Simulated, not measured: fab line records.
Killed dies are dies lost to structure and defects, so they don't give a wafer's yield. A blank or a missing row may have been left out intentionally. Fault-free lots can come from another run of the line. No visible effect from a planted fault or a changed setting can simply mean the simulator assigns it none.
fab line records	flow n5_finfet
record lots=5	wafers=12	last_day=17
route steps=1938 shown SD_EPI_P@302 SD_ACTIVATION@330 ILD0@335 BEOL_M4@1111 PASSIVATION@1936
lots with no fault: from the same line, run without faults
start_h: hours from the record's opening day to when the first of the lot's shown wafers began	wait_h: time in hours since the lot's previous step	" the same as in the row above	L1.1+2: a single row standing in for several wafers	- no value present, or no start provided	* or withheld: withheld	< > ~ a bound
route shown NAME@n: NAME is a module with steps in the file, n the number in the route of the first one	usual: mean/standard deviation taken from wafers without a fault	same: alike in all rows	chamber/n: place in a boat	sites: each site's reading	_std_site: standard deviation across them	_edge_site: outer sites' mean less inner sites'	radius_mm: how far each site lies from the wafer's centre	mask NAME#n: copy n	behind: the most recent tool/chamber to have shaped the wafer	hold: what put the lot on hold/how long, in hours/how the hold closed	device: which transistor (n, p or np) failed to switch	end of line: the same wafers' tests at the end of the route	a step given without rows: its recipe and nothing more	killed: not the wafer's yield, but the dies lost to structure and defects at the first sort	map: dies across one wafer; x = killed, . = not, _ = none there
set.NAME: the setting the step ran with; set.NAME@STEP: the setting that earlier step ran with	model.NAME: the simulator's own value behind a step, which no gauge read
a table for each step, a row for each wafer; lots at some steps of the route
services: a tool's chamber out of use, with start hour (start_h, from the record's first day; less than 0 if before it), hours out, and reason
## steps
# step N5_SD_EPI_P_DEVELOP_08
# recipe develop_time_s=30	developer=TMAH	resist=CAR-ArF-block	dev_temp_c=23	rinse_liquid=diw	dry=air_spin
# step N5_SD_EPI_P_DESCUM_14
# recipe chemistry=O2	time_s=7.9	source_power_w=50	bias_power_w=20	pressure_mtorr=20	rf_frequency_hz=2.712e+07	temp_c=40	resist=CAR-ArF-block	o2_flow_sccm=225
# step N5_SD_EPI_P_ETCH_36
# recipe chemistry=CF4	target=SiARC	target_depth_a=455	mask_material=CAR-ArF-block	time_s=75.8	ion_energy_ev=80	pressure_mtorr=40	source_w=545	bias_w=36	Ar_flow_sccm=100	cf4_flow_sccm=100	ends=cleared
# step N5_SD_EPI_P_ETCH_37
# recipe chemistry=N2/H2	target=SOC	overetch_a=1080	mask_material=SiARC	temp_c=40	ion_energy_ev=100	source_w=3000	bias_w=133	pressure_mtorr=20	time_s=486	n2_flow_sccm=200	h2_flow_sccm=200	ends=end_point
# step N5_SD_EPI_P_STRIP_38
# recipe chemistry=N2/H2	temp_c=40	n2_flow_sccm=200	h2_flow_sccm=200	rf_frequency_hz=6e+07
# step N5_SD_EPI_P_ETCHBACK_46
# recipe chemistry=CH3F/O2	mode=anisotropic_etchback	target=SiNx	target_depth_a=175	stop_on=SiO2	over_etch_frac=0.3	ion_energy_ev=120	pressure_mtorr=30	source_w=395	bias_w=73	Ar_flow_sccm=150	CH3F_flow_sccm=30	O2_flow_sccm=20
# step N5_SD_EPI_P_ETCH_47
# recipe chemistry=CH3F/O2	target=SiOCN	target_depth_a=250	mask_material=SOC	ion_energy_ev=60	bias_w=29	pressure_mtorr=30	source_w=410	Ar_flow_sccm=150	CH3F_flow_sccm=30	O2_flow_sccm=20
# step N5_SD_EPI_P_ETCH_16
# recipe chemistry=CHF3/O2	target=SiO2	target_depth_a=50	mask_material=SOC	pressure_mtorr=30	source_w=650	bias_w=170	Ar_flow_sccm=200	CHF3_flow_sccm=50	O2_flow_sccm=5	ion_energy_ev=200
# step N5_SD_EPI_P_STRIP_50
# recipe chemistry=CHF3/O2	resist=SiARC	rf_frequency_hz=6e+07
# step N5_SD_EPI_P_SD_RECESS_17
# recipe chemistry=HBr/Cl2/O2	target_depth_a=391	bt_time_s=3	pressure_mtorr=10	icp_w=800	bias_w=112	HBr_flow_sccm=150	Cl2_flow_sccm=80	O2_flow_sccm=12
# usual drypump_motor_current_A=5.7/0.35	mfc_cl2_sccm=80.00/0.23	oes_product_au=0.990/0.012	throttle_valve_pct=37.02/0.25
lot.wafer	tool	chamber	start_h	wait_h	drypump_motor_current_A	mfc_cl2_sccm	oes_product_au	rf_hours_counter_h	throttle_valve_pct	model.SD_EPI_P.feature_depth_nm	model.etch.depth_nm
L153.3	rie_si-06	0	79.96	0.0	5.4	79.90	0.981	141	36.69	38.6	38.54
L153.6	"	1	"	"	6.0	79.88	0.976	-	36.82	47	47.05
L154.1	rie_si-06	0	90.38	0.0	5.4	80.16	0.964	141	36.70	47.6	47.51
L154.3	"	1	"	"	6.0	79.73	0.982	139	36.81	38	38.08
L156.3	rie_si-06	0	99.78	0.0	5.5	79.79	0.982	141	36.70	38.8	38.85
L156.6	"	0	"	"	5.4	80.00	0.977	-	36.67	47.8	47.88
L167.2	rie_si-06	2	163.00	0.0	5.2	80.24	0.986	153	37.28	38.8	38.78
L167.3	"	0	"	"	5.4	80.25	0.977	143	36.70	38.8	38.74
L167.6	"	3	"	"	5.5	80.11	1.010	-	37.30	38.4	38.49
L171.2	rie_si-04	0	188.22	0.0	5.6	79.78	0.987	138	36.91	39.4	39.37
L171.4	"	2	"	"	5.7	80.19	0.977	56	37.12	39.4	39.31
L171.6	"	0	"	"	5.6	79.92	0.986	-	36.91	38.8	38.77
# step N5_SD_EPI_P_WET_ETCH_45
# recipe chemistry=dHF	dilution=withheld	time_s=10.7	target=SiO2	target_depth_a=20	temp_c=25	dry=ipa_marangoni	rinse_time_s=30	rinse_temp_c=23
# step N5_SD_EPI_P_STRIP_40
# recipe chemistry=N2/H2	power_w=1000	temp_c=250	h2_frac=0.65	overash_fraction=0.3	pressure_mtorr=withheld	n2_flow_sccm=1750	h2_flow_sccm=3250
# step N5_SD_EPI_P_PRECLEAN_52
# recipe chemistry=O3/DIW	time_s=60	temp_c=22	o3_ppm=10
# step N5_SD_EPI_P_SRD_20
# recipe dry=ipa_marangoni	do_ppb=5	time_s=30	temp_c=23	rinse_liquid=diw
# step N5_SD_EPI_P_PRECLEAN_51
# recipe chemistry=NF3:NH3	afs_cycles=1	temp_c=30	time_s=20	sublimation_temp_c=180	sublimation_time_s=60	pressure_torr=3	rf_power_w=30
# step N5_SD_EPI_P_VAPOR_ETCH_44
# recipe chemistry=NF3/Ar	target=SiGe30	temp_c=25	time_s=3.3	mode=isotropic
# step N5_SD_EPI_P_EPI_21
# recipe material=SiGe:B	dopant=B	temp_c=550	pressure_torr=20	ambient=H2	time_s=355
# step N5_SD_EPI_P_HM_STRIP_48
# recipe chemistry=H3PO4	temp_c=160	material=SiNx	target=SiNx	target_depth_a=30	overetch_fraction=0.3
# step N5_SD_EPI_P_SRD_49
# recipe dry=ipa_marangoni	time_s=30	temp_c=23	rinse_liquid=diw
# step N5_SD_EPI_P_PRECLEAN_24
# recipe chemistry=O3/DIW	time_s=45	temp_c=22	o3_ppm=10
# step N5_SD_EPI_P_PRECLEAN_32
# recipe chemistry=dHF	time_s=10	dilution=500:1	temp_c=25
# step N5_SD_EPI_P_PRECLEAN_33
# recipe chemistry=SC2	time_s=45	temp_c=35	mix=1:1:50
# step N5_SD_EPI_P_SRD_25
# recipe time_s=30	temp_c=23	rinse_liquid=diw	dry=ipa_marangoni
# step N5_SD_ACTIVATION_RTA_00
# recipe temp_c=975	time_s=0	ambient=N2	idle_temp_c=600	ramp_up_c_per_s=150	ramp_down_c_per_s=60	cool_to_c=600
# step N5_SD_ACTIVATION_LSA_01
# recipe temp_c=1080	time_s=0.0008	ambient=N2
# step N5_ILD0_LINER_00
# recipe material=SiNx	target_thk_a=40	temp_c=400	ald_precursor_family=SiH2I2	ald_co_reactant=N2/H2-plasma	pulse_time_s=1	purge_time_s=2	co_reactant_purge_time_s=2	ald_cycles=80	pressure_torr=2
# step N5_ILD0_FCVD_FILL_01
# recipe material=SiO2_flowable	target_thk_a=2000	temp_c=100	pressure_torr=0.8	rf_w=2000	time_s=328.3
# step N5_ILD0_CURE_02
# recipe temp_c=450	time_s=1800	ambient=steam	idle_temp_c=400	ramp_up_c_per_min=5	ramp_down_c_per_min=3	densification_p_h2o_torr=640
# step N5_ILD0_CMP_03
# recipe stop_on=SiNx	t_overpolish_s=1.9	post_cmp_clean=alkaline_brush	down_force_psi=4.1491	platen_rpm=51.796	pad_velocity_m_s=1.0306	target_thk_nm=197.38
# step N5_ILD0_CMP_07
# recipe stop_on=poly-Si	material=SiO2_flowable	t_overpolish_s=1.18	post_cmp_clean=alkaline_brush	down_force_psi=4.1491	platen_rpm=51.796	pad_velocity_m_s=1.0306	target_thk_nm=138.88
# step N5_ILD0_PRECLEAN_10
# recipe chemistry=NF3:NH3	afs_cycles=5	time_s=20	temp_c=30	sublimation_temp_c=180	sublimation_time_s=60	pressure_torr=3	rf_power_w=30
# step N5_ILD0_ALD_15
# recipe material=SiNx	target_thk_a=240	temp_c=400	ald_precursor_family=SiH2I2	ald_co_reactant=N2/H2-plasma	pulse_time_s=1	ald_cycles=480	purge_time_s=2	co_reactant_purge_time_s=2	pressure_torr=2
# step N5_BEOL_M4_RC_MEAS_101
# usual DIBL_N=36.3/1.2	DIBL_P=36.3/1.4	IOFF_N=0.157/0.02	IOFF_P=0.22/0.033	IOFF_P_85C=3.7/0.47	IOFF_P_LIN=0.103/0.013	ION_N=675/9.6	ION_P=465/8.2	SS_N=71.4/0.45	SS_P=73.3/0.54	VT_N=249.8/2.5	VT_P=-249/3.2	VT_P_LVT=-98.3/2.7
lot.wafer	tool	chamber	start_h	wait_h	DIBL_N[mV/V]	DIBL_P[mV/V]	IOFF_N[nA/um]	IOFF_P[nA/um]	IOFF_P_85C[nA/um]	IOFF_P_LIN[nA/um]	ION_N[uA/um]	ION_P[uA/um]	SS_N[mV/dec]	SS_P[mV/dec]	VT_N[mV]	VT_P[mV]	VT_P_LVT[mV]
L153.3	prober-01	0	209.39	0.3	36.7	36.7	0.175	0.25	4.2	0.114	681	469	72.3	73.1	248.9	-251	-95.8
L153.6	"	0	"	"	36.7	44.6	0.176	0.67	9.6	0.163	685	496	72.0	78.4	247.5	-242	-87.7
L154.1	prober-02	0	231.35	0.0	36.4	47.1	0.146	0.94	12.6	0.150	672	488	71.4	83.1	250.4	-244	-91.3
L154.3	"	0	"	"	36.2	36.4	0.148	0.20	3.5	0.095	671	460	72.2	73.5	251.3	-251	-99.4
L156.3	prober-02	0	234.80	0.3	36.7	36.4	0.158	0.19	3.4	0.095	680	459	71.3	73.7	247.9	-250	-98.3
L156.6	"	0	"	"	38.6	61.4	0.194	3.79	42.1	0.220	673	487	72.3	98.3	244.4	-241	-88.4
L167.2	prober-01	0	299.91	0.2	35.5	34.6	0.132	0.16	3.0	0.079	658	449	70.8	73.6	253.1	-259	-104.6
L167.3	"	0	"	"	36.5	35.0	0.150	0.17	3.1	0.084	660	447	71.7	73.3	251.5	-254	-103.4
L167.6	"	0	"	"	35.5	34.3	0.132	0.16	3.0	0.078	661	449	71.6	74.4	254.8	-259	-105.1
L171.2	prober-01	0	307.35	0.2	37.1	37.2	0.175	0.28	4.7	0.129	680	472	71.5	73.8	246.7	-245	-94.4
L171.4	"	0	"	"	36.1	35.8	0.147	0.25	4.2	0.117	665	465	71.4	72.6	250.7	-246	-96.9
L171.6	"	0	"	"	36.9	37.3	0.168	0.27	4.6	0.126	670	472	71.8	73.5	249.9	-245	-96.4
# step N5_PASSIVATION_PROBE_49
# usual defect_limited_yield=91.1/1.4	killed_at_M0_to_M3=33/10	killed_at_M4_up=15/5.8	killed_at_contacts=13/5.9	killed_at_front_end=39/11	killed_at_other=4/3.6	killed_dies=105/16	killed_open=68/11	killed_short=34/7.8	sort_bin_4_leakage=0/0	sort_bin_5_function=5.2/0.88	sort_bin_6_memory=3.3/0.61	sort_n_pass=1075/16	sort_yield_pct=91.1/1.4
# same gross_dies=1180	killed_at_back_side=0	sort_bin_8_speed[%]=0
lot.wafer	tool	chamber	start_h	wait_h	defect_limited_yield[%]	killed_at_M0_to_M3	killed_at_M4_up	killed_at_contacts	killed_at_front_end	killed_at_other	killed_dies	killed_open	killed_short	sort_bin_4_leakage[%]	sort_bin_5_function[%]	sort_bin_6_memory[%]	sort_n_pass	sort_yield_pct[%]
L153.3	prober-01	-	300.90	0.1	91.4	29	25	17	23	8	102	73	25	0	4.6	3.7	1078	91.4
L153.6	prober-01	-	301.05	0.3	91.2	28	23	15	25	13	104	76	24	41.10	4.9	3.8	591	50.1
L154.1	prober-01	-	340.65	0.0	90.0	27	15	27	44	5	118	83	34	87.12	6.7	2.9	34	2.9
L156.3	prober-01	-	347.50	0.1	90.4	37	6	22	48	0	113	77	32	0	5.2	4.1	1067	90.4
L156.6	prober-01	-	347.65	0.3	90.1	36	7	18	50	6	117	80	34	90.08	5.3	4.1	0	0
L167.2	prober-02	-	402.35	0.1	92.3	22	17	15	33	4	91	59	31	0	4.3	3.2	1089	92.3
L167.3	prober-02	-	402.40	0.1	90.8	41	21	10	34	2	108	67	39	0	5.6	3.2	1072	90.8
L167.6	prober-02	-	402.55	0.3	88.7	42	29	25	34	3	133	92	38	0	6.6	4.2	1047	88.7
L171.2	prober-01	-	408.46	0.1	91.2	42	15	6	33	8	104	63	40	0	5.3	3.1	1076	91.2
L171.4	prober-01	-	408.56	0.2	91.4	41	11	0	47	2	101	68	33	0	5.2	3.4	1079	91.4
L171.6	prober-01	-	408.66	0.3	92.2	34	7	11	37	3	92	59	32	0	5.3	2.4	1088	92.2
# killed by level:class
L153.3 MOL_CONTACT_COAG:geometric_particle:open=15 BEOL_M4:geometric_particle:open=11 BEOL_M1:geometric_particle:open=10 BEOL_M3:geometric_particle:open=7 STI_FIN_REVEAL:geometric_particle:open=6 STARTING-WAFER:geometric_particle:short=5 BEOL_M0_SAQP:geometric_particle:open=4 PAD_METAL:geometric_particle:short=4
L153.6 MOL_CONTACT_COAG:geometric_particle:open=12 BEOL_M0_SAQP:geometric_particle:open=8 BEOL_M1:geometric_particle:open=8 BEOL_M4:geometric_particle:open=8 FIN_SAQP:geometric_particle:open=7 STI_FIN_REVEAL:geometric_particle:open=5 BEOL_M2:geometric_particle:open=4 BEOL_M8:geometric_particle:open=4
L154.1 MOL_CONTACT_COAG:geometric_particle:open=20 FIN_SAQP:geometric_particle:open=16 STI_FIN_REVEAL:geometric_particle:open=8 FIN_SAQP:geometric_particle:short=7 BEOL_M5:geometric_particle:open=7 MOL_CONTACT_COAG:geometric_particle:short=7 BEOL_M0_SAQP:geometric_particle:open=6 BEOL_M3:geometric_particle:open=5
L156.3 MOL_CONTACT_COAG:geometric_particle:open=18 STI_FIN_REVEAL:geometric_particle:open=15 BEOL_M0_SAQP:geometric_particle:open=15 FIN_SAQP:geometric_particle:short=8 GATE_CUT:geometric_particle:short=6 BEOL_M3:geometric_particle:open=5 STI_FIN_REVEAL:geometric_particle:short=4 BEOL_M0_SAQP:geometric_particle:short=4
L156.6 MOL_CONTACT_COAG:geometric_particle:open=16 STI_FIN_REVEAL:geometric_particle:open=12 BEOL_M3:geometric_particle:open=9 BEOL_M0_SAQP:geometric_particle:short=8 FIN_SAQP:geometric_particle:open=7 BEOL_M0_SAQP:geometric_particle:open=7 DUMMY_GATE:geometric_particle:open=6 FIN_SAQP:geometric_particle:short=5
L167.2 MOL_CONTACT_COAG:geometric_particle:open=12 FIN_SAQP:geometric_particle:short=9 STI_FIN_REVEAL:geometric_particle:open=7 BEOL_M4:geometric_particle:open=7 BEOL_M0_SAQP:geometric_particle:short=6 BEOL_M1:geometric_particle:open=6 BEOL_M0_SAQP:geometric_particle:open=5 STARTING-WAFER:geometric_particle:open=5
L167.3 BEOL_M3:geometric_particle:open=15 BEOL_M4:geometric_particle:open=9 BEOL_M0_SAQP:geometric_particle:short=8 FIN_SAQP:geometric_particle:short=7 STI_FIN_REVEAL:geometric_particle:open=7 MOL_CONTACT_COAG:geometric_particle:open=6 BEOL_M0:geometric_particle:open=4 GATE_CUT:geometric_particle:open=4
L167.6 MOL_CONTACT_COAG:geometric_particle:open=21 BEOL_M4:geometric_particle:open=13 BEOL_M0_SAQP:geometric_particle:short=11 STI_FIN_REVEAL:geometric_particle:open=9 BEOL_M0_SAQP:geometric_particle:open=9 BEOL_M1:geometric_particle:open=7 BEOL_M3:geometric_particle:open=7 BEOL_M4:geometric_particle:short=7
L171.2 BEOL_M0_SAQP:geometric_particle:short=8 BEOL_M2:geometric_particle:open=8 BEOL_M0_SAQP:geometric_particle:open=7 FIN_SAQP:geometric_particle:open=6 MOL_CONTACT_COAG:geometric_particle:open=5 BEOL_M3:geometric_particle:open=5 FIN_SAQP:geometric_particle:short=4 BEOL_M1:geometric_particle:open=4
L171.4 STI_FIN_REVEAL:geometric_particle:open=15 BEOL_M0_SAQP:geometric_particle:short=14 BEOL_M0_SAQP:geometric_particle:open=10 FIN_SAQP:geometric_particle:open=6 BEOL_M2:geometric_particle:open=6 BEOL_M4:geometric_particle:open=6 BEOL_M3:geometric_particle:open=5 STARTING-WAFER:geometric_particle:open=4
L171.6 DUMMY_GATE:geometric_particle:open=9 BEOL_M1:geometric_particle:open=8 BEOL_M3:geometric_particle:open=7 BEOL_M0_SAQP:geometric_particle:short=7 MOL_CONTACT_COAG:geometric_particle:open=6 STI_FIN_REVEAL:geometric_particle:open=5 MOL_CONTACT_COAG:geometric_particle:short=4 BEOL_M2:geometric_particle:open=4
# map L153.6 (x killed, . not)
_________________x......x....________________
______________x................._____________
___________......................x.__________
__________.........................._________
________.............xx..............._______
_______.....x................x....x....______
______.............x...................._____
_____.........xxx.x..x......x..........xx____
____....................x........x........___
___...x..x.......x..x.............x........__
___.x............x.x..x...........x...x....__
__x........x.............x...........x......_
__..x............................x.......x.._
_...............x.x..........................
_............................................
_.................x...x......................
_............................................
_........x.....x.....x......x.............x..
_...x............x...........................
_.x...........xx....x...x...x.....xx.........
_.................x.........x................
__......x.................xx.x...x.xx......._
__..............x..x..x...x..x...x.......x.x_
___.....x.......x.x........................__
___...........x.........................x..__
____...................x....x.............___
_____..x.......x.............x.x.........____
______.........x......x................._____
_______.........x.x......x.x...........______
________.x...................x........_______
__________.............x.....x...x.x_________
___________....x...............x...__________
______________x......x......x..._____________
_________________....x.x.....________________
# map L154.1 (x killed, . not)
_________________....x..xx...________________
______________.....x......x...x._____________
___________....x.....x.............__________
__________.........................._________
________xx..............x...........x._______
_______..............................xx______
______........xx........................_____
_____...............x...................x____
____............x...............x.xx......___
___.x.....xx...xx....x...x......x..........__
___.xx..x...............................x.x__
__...x..x..x..........x.........x.......x..._
__.........................................._
_x....x..x................x.........x........
_..................................x.........
_...x.....................................x..
_.........................x........x.........
_....x..........xx..x........................
_......x................x...x.......x.....x..
_.....x..............x.........x...x.........
_...............................x........x...
__..x.....x.....................x.....x....._
__..xx.........x.x...x.x........x..........._
___...........x.......x...x................__
___...........xx.......x..x....x..x..x.....__
____..........x.x........xx..x.x..........___
_____.x...............xx......x.......x..____
______.....x.......xxx.....xx..........._____
_______..x..........xx....xx...........______
________....x...............x...x....._______
__________...........x........x....._________
___________............x..........x__________
______________.......x.........._____________
_________________........x...________________
## services
tool	chamber	start_h	hours	kind
rie_si-04	3	148.11	34.1	repair
rie_si-04	1	171.52	1.6	repair
## key
first_sign step=N5_BEOL_M4_RC_MEAS_101	reading=IOFF_P	direction=up	sigmas=48	usual=0.22	struck=1.80
effect step=N5_BEOL_M4_RC_MEAS_101	reading=IOFF_P_85C	direction=up	sigmas=38	usual=3.7	struck=21.4
effect step=N5_BEOL_M4_RC_MEAS_101	reading=SS_P	direction=up	sigmas=25	usual=73.3	struck=86.6
effect step=N5_BEOL_M4_RC_MEAS_101	reading=DIBL_P	direction=up	sigmas=11	usual=36.3	struck=51.1
effect step=N5_BEOL_M4_RC_MEAS_101	reading=IOFF_P_LIN	direction=up	sigmas=5.7	usual=0.103	struck=0.178
effect step=N5_BEOL_M4_RC_MEAS_101	reading=VT_P_LVT	direction=up	sigmas=3.4	usual=-98.3	struck=-89.1
effect step=N5_BEOL_M4_RC_MEAS_101	reading=ION_P	direction=up	sigmas=3.1	usual=465	struck=490
effect step=N5_BEOL_M4_RC_MEAS_101	reading=VT_P	direction=up	sigmas=2.2	usual=-249	struck=-242
effect step=N5_PASSIVATION_PROBE_49	reading=sort_bin_4_leakage	direction=up	sigmas=99+	usual=0	struck=72.77
model_effect step=N5_SD_EPI_P_SD_RECESS_17	value=SD_EPI_P.feature_depth_nm	without=38.6	struck=47.47
met_at N5_SD_EPI_P_SD_RECESS_17
struck_wafers L153.6,L154.1,L156.6
fault kind=process_parameter_drift	tool=rie_si-06	chamber=-	onset_h=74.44	steps=N5_SD_EPI_P_SD_RECESS_17	channel=target_depth_a	offset=89.422	shape=step	end_h=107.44	scope=struck_wafers_only	acts_in=these_recipes_only	stated=391
